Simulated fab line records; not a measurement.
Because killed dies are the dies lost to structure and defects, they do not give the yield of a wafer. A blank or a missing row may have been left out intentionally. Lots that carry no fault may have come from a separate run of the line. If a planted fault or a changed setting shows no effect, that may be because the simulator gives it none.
fab line records	flow n5-finfet
record lots=6	wafers=18	last-day=18
route steps=1938 shown BEOL_M14@1725
lots with no fault: from the same line, run without faults
start-h: start of the lot's first displayed wafer, in hours after the record's first day	wait-h: hours elapsed since this lot's preceding step	" repeats the value in the row above	L1.1+2: a row that stands for several wafers	- no value, or no start was given	* or withheld: withheld	< > ~ a bound
route shown NAME@n: names a module that has steps shown in the file, with the first one's number in the route	usual: the fault-free wafers' mean and standard deviation	same: alike in all rows	chamber/n: place in a boat	sites: each site's reading	_std_site: how widely they spread, as a standard deviation	_edge_site: outer sites' mean less inner sites'	radius-mm: how far each site lies from the wafer's centre	mask NAME#n: copy n	behind: the most recent tool/chamber to have shaped the wafer	hold: why the lot went on hold/how many hours it stayed there/how the hold came to an end	device: whichever transistor did not switch (one of n, p or np)	end of line: the route-end tests of the same wafers	a step without rows: its recipe alone	killed: dies that structure and defects cost at the first sort, which is not the same as the wafer's yield	map: a wafer's dies, x killed, . not, _ none there
set.NAME: the setting the step ran with; set.NAME@STEP: the setting that earlier step ran with	model.NAME: the simulator's own value behind a step, which no gauge read
a table for each step, a row for each wafer; lots at some steps of the route
services: the hour from which a tool's chamber was out of use, counted from the record's first day as start-h (under 0 if before that day), plus the number of hours and why
## steps
# step N5_BEOL_M14_HARDBAKE_14
# recipe temp-c=130	time-s=120
# step N5_BEOL_M14_CD_MEAS_10
# recipe target-cd-nm=250	landing-energy-ev=500	detector=se-inlens	polarity=opening
# usual cd-nm=249.5/1.2
# same landing-energy-ev=500
lot.wafer	tool	chamber	start-h	wait-h	cd-nm
L410.1	cd-sem-01	0	247.40	-	248.6
L410.4	"	0	"	"	250.3
L410.5	"	0	"	"	250.3
L412.1	cd-sem-01	0	258.17	-	250.7
L412.4	"	0	"	"	249.9
L412.6	"	0	"	"	251.0
L416.1	cd-sem-02	0	278.69	-	249.4
L416.2	"	0	"	"	250.3
L416.5	"	0	"	"	248.5
L418.1	cd-sem-03	0	295.18	-	250.7
L418.3	"	0	"	"	248.9
L418.6	"	0	"	"	250.2
L427.1	cd-sem-01	0	352.32	-	248.9
L427.3	"	0	"	"	247.8
L427.5	"	0	"	"	249.4
L432.1	cd-sem-02	0	389.16	-	251.8
L432.4	"	0	"	"	250.7
L432.6	"	0	"	"	250.5
# step N5_BEOL_M14_OVL_MEAS_11
# recipe points-per-wafer=44
# usual V13_OVL=2/5.6
lot.wafer	tool	chamber	start-h	wait-h	V13_OVL[nm]
L410.1	overlay-02	0	247.43	0.0	15
L410.4	"	0	"	"	2
L410.5	"	0	"	"	7
L412.1	overlay-01	0	258.20	0.0	1
L412.4	"	0	"	"	-2
L412.6	"	0	"	"	-4
L416.1	overlay-01	0	278.72	0.0	-1
L416.2	"	0	"	"	-4
L416.5	"	0	"	"	5
L418.1	overlay-01	0	295.21	0.0	2
L418.3	"	0	"	"	1
L418.6	"	0	"	"	6
L427.1	overlay-01	0	352.35	0.0	5
L427.3	"	0	"	"	4
L427.5	"	0	"	"	2
L432.1	overlay-02	0	389.19	0.0	7
L432.4	"	0	"	"	3
L432.6	"	0	"	"	7
# step N5_BEOL_M14_INSPECT_12
# recipe mode=adi	inspect-instrument=macro
# usual raw-defect-count=2.1/1.3
lot.wafer	tool	chamber	start-h	wait-h	raw-defect-count
L410.1	defect-inspect-01	-	247.46	0.0	3
L410.4	"	-	"	"	1
L410.5	"	-	"	"	2
L412.1	defect-inspect-02	-	258.23	0.0	0
L412.4	"	-	"	"	2
L412.6	"	-	"	"	3
L416.1	defect-inspect-01	-	278.74	0.0	0
L416.2	"	-	"	"	3
L416.5	"	-	"	"	2
L418.1	defect-inspect-02	-	295.23	0.0	1
L418.3	"	-	"	"	0
L418.6	"	-	"	"	5
L427.1	defect-inspect-01	-	352.38	0.0	2
L427.3	"	-	"	"	2
L427.5	"	-	"	"	3
L432.1	defect-inspect-02	-	389.22	0.0	1
L432.4	"	-	"	"	4
L432.6	"	-	"	"	1
# step N5_BEOL_M14_DESCUM_15
# recipe chemistry=O2	time-s=7.9	source-power-w=50	bias-power-w=20	pressure-mtorr=20	rf-frequency-hz=2.712e+07	temp-c=40	o2-flow-sccm=225
# usual drypump-motor-current-A=6.0/0.41	oes-product-au=0.83/0.078	rf-vpp-V=243.1/1.3	showerhead-plenum-p-Torr=2.09/0.065	throttle-valve-pct=20.43/0.24
lot.wafer	tool	chamber	start-h	wait-h	drypump-motor-current-A	oes-product-au	rf-hours-counter-h	rf-vpp-V	showerhead-plenum-p-Torr	throttle-valve-pct
L410.1	rie-diel-03	1	247.83	0.4	6.5	0.88	35	241.6	2.04	20.61
L410.4	"	3	"	"	6.4	0.79	-	244.6	2.10	20.34
L410.5	"	0	"	"	5.7	0.83	-	242.7	2.11	20.67
L412.1	rie-diel-04	2	258.26	0.0	5.3	0.89	32	241.5	2.03	19.99
L412.4	"	0	"	"	5.4	0.91	26	243.0	2.14	20.15
L412.6	"	3	"	"	6.4	0.91	-	245.5	2.24	20.54
L416.1	rie-diel-05	2	278.82	0.1	6.3	0.75	117	242.3	2.02	20.20
L416.2	"	3	"	"	6.2	0.68	243	244.4	2.14	20.85
L416.5	"	1	"	"	6.2	0.86	-	243.8	2.05	20.51
L418.1	rie-diel-03	1	295.31	0.1	6.5	0.85	56	242.5	2.04	20.66
L418.3	"	3	"	"	6.3	0.76	155	243.6	2.09	20.38
L418.6	"	1	"	"	6.5	0.85	-	243.3	2.04	20.66
L427.1	rie-diel-03	0	352.50	0.1	5.7	0.78	137	243.4	2.09	20.72
L427.3	"	3	"	"	6.3	0.75	177	243.1	2.08	20.42
L427.5	"	3	"	"	6.3	0.75	-	243.2	2.08	20.43
L432.1	rie-diel-03	2	389.25	0.0	5.5	0.89	37	243.1	2.12	20.66
L432.4	"	3	"	"	6.4	0.74	190	243.4	2.08	20.42
L432.6	"	1	"	"	6.5	0.80	-	241.2	2.02	20.71
# step N5_BEOL_M14_ETCH_59
# recipe chemistry=N2/H2	target=BARC	target-depth-a=890	overetch-a=267	time-s=67.9	ion-energy-ev=200	pressure-mtorr=30	source-w=840	bias-w=150	n2-flow-sccm=200	h2-flow-sccm=200
# usual drypump-motor-current-A=6.0/0.41	n2-flow-sccm=200.0/0.6	oes-product-au=0.70/0.065	rf-vpp-V=523.9/2.1	showerhead-plenum-p-Torr=2.54/0.074	throttle-valve-pct=17.89/0.23
lot.wafer	tool	chamber	start-h	wait-h	drypump-motor-current-A	n2-flow-sccm	oes-product-au	rf-hours-counter-h	rf-vpp-V	showerhead-plenum-p-Torr	throttle-valve-pct
L410.1	rie-diel-03	1	247.86	0.0	6.5	199.5	0.75	35	523.4	2.49	18.03
L410.4	"	3	"	"	6.4	199.9	0.66	-	525.7	2.55	17.78
L410.5	"	0	"	"	5.8	199.9	0.70	-	525.3	2.57	18.16
L412.1	rie-diel-04	2	258.30	0.0	5.4	199.8	0.77	32	521.3	2.47	17.45
L412.4	"	0	"	"	5.4	199.3	0.78	26	524.1	2.60	17.60
L412.6	"	3	"	"	6.3	199.8	0.77	-	528.9	2.70	17.89
L416.1	rie-diel-05	2	278.85	0.0	6.3	200.7	0.66	117	521.6	2.45	17.72
L416.2	"	3	"	"	6.2	199.4	0.59	243	526.2	2.61	18.37
L416.5	"	1	"	"	6.2	199.6	0.74	-	522.6	2.49	17.87
L418.1	rie-diel-03	1	295.35	0.0	6.5	200.5	0.72	56	521.8	2.49	18.09
L418.3	"	3	"	"	6.3	200.3	0.65	155	525.0	2.54	17.82
L418.6	"	1	"	"	6.5	199.3	0.71	-	521.6	2.48	18.08
L427.1	rie-diel-03	0	352.53	0.0	5.7	200.3	0.67	137	523.3	2.55	18.24
L427.3	"	3	"	"	6.3	199.0	0.64	177	523.3	2.53	17.87
L427.5	"	3	"	"	6.3	199.9	0.64	-	523.6	2.53	17.86
L432.1	rie-diel-03	2	389.28	0.0	5.5	201.1	0.74	37	524.4	2.59	18.15
L432.4	"	3	"	"	6.3	199.4	0.64	190	522.5	2.53	17.89
L432.6	"	1	"	"	6.5	199.7	0.69	-	522.2	2.47	18.14
# step N5_BEOL_M14_VIA_ETCH_16
# recipe chemistry=C4F8/O2/Ar	target=SiO2	he-inner-torr=15	he-outer-torr=30	target-depth-a=12313	time-s=withheld	ion-energy-ev=800	pressure-mtorr=20	source-w=1905	bias-w=2040	Ar_flow_sccm=400	C4F8_flow_sccm=16	O2_flow_sccm=12	ends=cleared
# usual drypump-motor-current-A=6.0/0.41	oes-product-au=0.75/0.072	rf-vpp-V=2226/23	showerhead-plenum-p-Torr=3.44/0.094	throttle-valve-pct=30.92/0.23
lot.wafer	tool	chamber	start-h	wait-h	drypump-motor-current-A	oes-product-au	rf-vpp-V	showerhead-plenum-p-Torr	throttle-valve-pct
L410.1	rie-diel-03	1	247.92	0.0	6.5	0.79	2230	3.36	31.13
L410.4	"	3	"	"	6.3	0.70	2244	3.45	30.79
L410.5	"	0	"	"	5.8	0.75	2206	3.46	31.17
L412.1	rie-diel-04	2	258.35	0.0	5.3	0.81	2187	3.37	30.54
L412.4	"	0	"	"	5.5	0.84	2249	3.51	30.67
L412.6	"	3	"	"	6.4	0.82	2227	3.64	31.02
L416.1	rie-diel-05	2	278.90	0.0	6.3	0.69	2189	3.33	30.68
L416.2	"	3	"	"	6.2	0.61	2259	3.52	31.30
L416.5	"	1	"	"	6.2	0.77	2239	3.37	30.97
L418.1	rie-diel-03	1	295.40	0.0	6.5	0.75	2229	3.35	31.13
L418.3	"	3	"	"	6.3	0.69	2242	3.44	30.81
L418.6	"	1	"	"	6.5	0.76	2232	3.35	31.14
L427.1	rie-diel-03	0	352.58	0.0	5.8	0.71	2204	3.43	31.20
L427.3	"	3	"	"	6.3	0.67	2241	3.43	30.83
L427.5	"	3	"	"	6.3	0.67	2239	3.43	30.82
L432.1	rie-diel-03	2	389.34	0.0	5.5	0.79	2259	3.49	31.29
L432.4	"	3	"	"	6.3	0.66	2239	3.42	30.84
L432.6	"	1	"	"	6.5	0.72	2229	3.33	31.17
# step N5_BEOL_M14_STRIP_63
# recipe chemistry=O2	power-w=600	temp-c=60	pressure-mtorr=30	rf-frequency-hz=6e+07	bias-power-w=0	overash-fraction=0.3	o2-flow-sccm=225
# usual drypump-motor-current-A=6.0/0.41	oes-product-au=0.83/0.078	rf-vpp-V=3.6/0.79	showerhead-plenum-p-Torr=2.09/0.065	throttle-valve-pct=16.66/0.22
lot.wafer	tool	chamber	start-h	wait-h	drypump-motor-current-A	oes-product-au	rf-hours-counter-h	rf-vpp-V	showerhead-plenum-p-Torr	throttle-valve-pct
L410.1	rie-diel-03	1	-	-	6.5	0.88	35	4.2	2.05	16.84
L410.4	"	3	"	"	6.3	0.78	-	4.0	2.10	16.60
L410.5	"	0	"	"	5.7	0.83	-	3.2	2.11	16.84
L412.1	rie-diel-04	2	-	-	5.4	0.90	32	3.1	2.04	16.24
L412.4	"	0	"	"	5.4	0.91	26	2.8	2.14	16.34
L412.6	"	3	"	"	6.3	0.90	-	4.5	2.24	16.70
L416.1	rie-diel-05	2	-	-	6.3	0.77	118	2.6	2.02	16.48
L416.2	"	3	"	"	6.2	0.67	243	3.9	2.15	17.12
L416.5	"	1	"	"	6.2	0.87	-	5.0	2.06	16.71
L418.1	rie-diel-03	1	-	-	6.5	0.84	56	5.5	2.04	16.83
L418.3	"	3	"	"	6.4	0.77	155	3.7	2.10	16.66
L418.6	"	1	"	"	6.5	0.83	-	2.8	2.04	16.82
L427.1	rie-diel-03	0	-	-	5.7	0.78	137	2.9	2.10	16.97
L427.3	"	3	"	"	6.4	0.74	177	3.3	2.09	16.64
L427.5	"	3	"	"	6.4	0.74	-	3.5	2.09	16.69
L432.1	rie-diel-03	2	-	-	5.5	0.87	37	5.2	2.12	16.84
L432.4	"	3	"	"	6.3	0.73	190	4.4	2.08	16.73
L432.6	"	1	"	"	6.5	0.80	-	2.2	2.03	16.90
# step N5_BEOL_M14_STRIP_64
# recipe chemistry=O2	power-w=600	temp-c=60	pressure-mtorr=30	rf-frequency-hz=6e+07	bias-power-w=0	overash-fraction=0.3	o2-flow-sccm=225
# usual drypump-motor-current-A=6.0/0.41	oes-product-au=0.83/0.078	rf-vpp-V=3.6/0.49	showerhead-plenum-p-Torr=2.09/0.065	throttle-valve-pct=16.66/0.22
lot.wafer	tool	chamber	start-h	wait-h	drypump-motor-current-A	oes-product-au	rf-hours-counter-h	rf-vpp-V	showerhead-plenum-p-Torr	throttle-valve-pct
L410.1	rie-diel-03	1	-	-	6.5	0.87	35	3.8	2.05	16.80
L410.4	"	3	"	"	6.3	0.78	-	4.2	2.10	16.59
L410.5	"	0	"	"	5.7	0.82	-	3.1	2.11	16.88
L412.1	rie-diel-04	2	-	-	5.4	0.90	32	4.1	2.04	16.24
L412.4	"	0	"	"	5.4	0.90	26	3.4	2.14	16.36
L412.6	"	3	"	"	6.4	0.90	-	3.1	2.24	16.73
L416.1	rie-diel-05	2	-	-	6.3	0.77	118	4.5	2.02	16.47
L416.2	"	3	"	"	6.2	0.70	243	3.2	2.15	17.12
L416.5	"	1	"	"	6.2	0.88	-	3.2	2.06	16.70
L418.1	rie-diel-03	1	-	-	6.5	0.85	56	3.2	2.04	16.85
L418.3	"	3	"	"	6.3	0.76	155	3.8	2.10	16.64
L418.6	"	1	"	"	6.5	0.84	-	2.3	2.04	16.84
L427.1	rie-diel-03	0	-	-	5.7	0.78	137	3.4	2.10	16.98
L427.3	"	3	"	"	6.3	0.75	177	4.0	2.09	16.67
L427.5	"	3	"	"	6.4	0.74	-	3.5	2.09	16.67
L432.1	rie-diel-03	2	-	-	5.5	0.87	37	3.6	2.13	16.83
L432.4	"	3	"	"	6.4	0.72	190	3.3	2.08	16.69
L432.6	"	1	"	"	6.5	0.79	-	3.5	2.03	16.91
# step N5_BEOL_M14_STRIP_71
# recipe chemistry=post-etch-residue-remover	time-s=60	temp-c=25	remover-ph=withheld	remover-water-wt-pct=withheld	remover-fluoride-wt-pct=withheld
# step N5_BEOL_M14_SRD_72
# recipe time-s=30	temp-c=23	rinse-liquid=diw	dry=n2-spin	spin-rpm=1500	dry-time-s=30
# step N5_BEOL_M14_CD_MEAS_17
# recipe target-cd-nm=250	polarity=opening
# usual cd-nm=250.1/1.6
lot.wafer	tool	chamber	start-h	wait-h	cd-nm
L410.1	cd-sem-01	-	248.26	0.0	246.3
L410.4	"	-	"	"	249.3
L410.5	"	-	"	"	249.5
L412.1	cd-sem-03	-	258.70	0.0	252.0
L412.4	"	-	"	"	250.7
L412.6	"	-	"	"	251.9
L416.1	cd-sem-01	-	279.25	0.0	251.0
L416.2	"	-	"	"	249.6
L416.5	"	-	"	"	250.3
L418.1	cd-sem-01	-	295.75	0.0	250.3
L418.3	"	-	"	"	250.7
L418.6	"	-	"	"	250.3
L427.1	cd-sem-03	-	352.93	0.0	248.1
L427.3	"	-	"	"	248.0
L427.5	"	-	"	"	248.7
L432.1	cd-sem-03	-	389.68	0.0	251.8
L432.4	"	-	"	"	251.2
L432.6	"	-	"	"	250.4
# step N5_BEOL_M14_COAT_65
# recipe resist=SOC	temp-c=250	time-s=60	spin-rpm=1500	resist-thk-nm=450
# usual chill-plate-temp-C=23.00/0.1	spin-speed-rpm=1500.0/0.95
lot.wafer	tool	chamber	start-h	wait-h	chill-plate-temp-C	spin-speed-rpm	model.SOC_of_BEOL_M14_COAT_65.thk-nm
L410.1	litho-track-02	0	248.30	0.0	22.86	1499.3	452.8
L410.4	"	0	"	"	22.81	1500.1	453
L410.5	"	0	"	"	22.91	1500.3	453.2
L412.1	litho-track-03	0	258.73	0.0	23.07	1499.1	450
L412.4	"	0	"	"	22.97	1499.2	449.2
L412.6	"	0	"	"	23.16	1499.0	449.2
L416.1	litho-track-05	0	279.29	0.0	22.88	1498.6	449
L416.2	"	0	"	"	23.10	1499.9	448.8
L416.5	"	0	"	"	23.05	1499.0	449.2
L418.1	litho-track-02	0	295.79	0.0	22.99	1499.1	453.8
L418.3	"	0	"	"	23.13	1498.2	453.8
L418.6	"	0	"	"	23.06	1497.8	453.8
L427.1	litho-track-02	0	352.97	0.0	23.05	1626.7	432.8
L427.3	"	0	"	"	22.93	1625.7	434.2
L427.5	"	0	"	"	23.03	1629.1	432
L432.1	litho-track-02	0	389.72	0.0	22.86	1627.4	432.4
L432.4	"	0	"	"	22.98	1626.6	434
L432.6	"	0	"	"	22.93	1626.2	433.2
# step N5_BEOL_M14_COAT_66
# recipe resist=SiARC	temp-c=220	time-s=60	spin-rpm=1500	resist-thk-nm=110
## services
tool	chamber	start-h	hours	kind
rie-diel-03	2	245.19	-	clean
rie-diel-03	2	245.19	-	consumable-replace:focus-ring
rie-diel-03	2	245.19	22.5	scheduled-down
rie-diel-03	2	245.19	22.5	vent-cycle
rie-diel-03	2	282.26	6.2	repair
rie-diel-05	3	297.86	-	clean
rie-diel-05	3	297.86	-	consumable-replace:focus-ring
rie-diel-05	3	297.86	17.7	scheduled-down
rie-diel-05	3	297.86	17.7	vent-cycle
rie-diel-04	1	301.83	9.3	repair
rie-diel-05	0	311.43	10.0	repair
rie-diel-05	1	312.06	1.9	repair
rie-diel-04	3	343.89	10.1	repair
rie-diel-04	1	354.22	-	clean
rie-diel-04	1	354.22	-	consumable-replace:focus-ring
rie-diel-04	1	354.22	21.4	scheduled-down
rie-diel-04	1	354.22	21.4	vent-cycle
rie-diel-03	2	363.57	10.7	repair
rie-diel-05	2	378.73	45.5	repair
## key
first-sign step=N5_BEOL_M14_COAT_65	reading=spin-speed-rpm	direction=up	sigmas=99+	usual=*	struck=*
effect none on later readings
model-effect step=N5_BEOL_M14_COAT_65	value=SOC_of_BEOL_M14_COAT_65.thk-nm	without=451	struck=433.1
met-at N5_BEOL_M14_COAT_65
struck-wafers L427.1,L427.3,L427.5,L432.1,L432.4,L432.6
onset-between 295.79 352.97
fault kind=process-parameter-drift	tool=litho-track-02	chamber=-	onset-h=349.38	steps=N5_BEOL_M14_COAT_65	channel=spin-rpm	offset=*	shape=step	end-h=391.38	acts-in=*	stated=*
